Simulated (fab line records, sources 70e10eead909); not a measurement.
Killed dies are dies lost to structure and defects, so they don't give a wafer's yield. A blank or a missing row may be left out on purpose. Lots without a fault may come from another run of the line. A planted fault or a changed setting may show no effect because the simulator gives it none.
Chamber matching | flow nand_harc | NHARC_P_CONTACT_ALD_22 on ald_metal-04: 4 sister chambers
The step deposits TiN, target thk 3 nm, pulse time 1 s, ald cycles 150. 8 wafers are shown with their chamber, then 11 later ones without.

WAFERS WITH THEIR CHAMBER
wafer  | chamber | heater_power_w (W) | precursor_pulse_height_rel
L085.6 | 1       | 1058               | 1.024
L086.5 | 3       | 1189               | 1.005
L087.2 | 2       | 1050               | 0.996
L087.5 | 0       | 1034               | 1.011
L090.2 | 1       | 1056               | 1.038
L090.3 | 0       | 1048               | 0.988
L090.6 | 3       | 1152               | 1.003
L091.1 | 2       | 1073               | 0.958

WAFERS WITHOUT THEIR CHAMBER
wafer  | heater_power_w (W) | precursor_pulse_height_rel
L091.4 | 1164               | 1.007
L091.5 | 1068               | 1.036
L092.1 | 1112               | 1.012
L092.3 | 1052               | 0.985
L092.5 | 1010               | 0.996
L095.3 | 1125               | 1.004
L095.5 | 1081               | 1.000
L095.6 | 1010               | 1.004
L097.2 | 1187               | 0.989
L097.3 | 1048               | 0.979
L097.4 | 1126               | 0.997

WHICH CHAMBER EACH WENT THROUGH
wafer  | from the rows above               | in truth
L091.4 | 3                                 | 3
L091.5 | 1                                 | 1
L092.1 | can't be placed: 1 or 3 or 2 or 0 | 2
L092.3 | can't be placed: 2 or 0           | 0
L092.5 | can't be placed: 0 or 2 or 1      | 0
L095.3 | can't be placed: 3 or 2 or 1      | 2
L095.5 | can't be placed: 2 or 1 or 0      | 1
L095.6 | can't be placed: 0 or 1 or 2      | 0
L097.2 | 3                                 | 3
L097.3 | can't be placed: 2 or 0           | 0
L097.4 | can't be placed: 3 or 2 or 1      | 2
Placed correctly: 3 of 11. Can't be placed from these rows: 8 (the true chamber is among the candidates in 8). Placed wrongly: 0.
How it was worked out, from the rows above alone: a wafer's distance from a chamber is the root of the sum, over the readings, of the square of ((its reading less the chamber's mean) divided by the reading's scatter). The wafer belongs to the nearest chamber; if the next one is less than 2 further off, it can't be placed. A chamber's mean is the mean of its shown wafers. The scatter: the root of (the sum of the squares of (reading less its chamber's mean) over the shown wafers, divided by (wafers less chambers)).
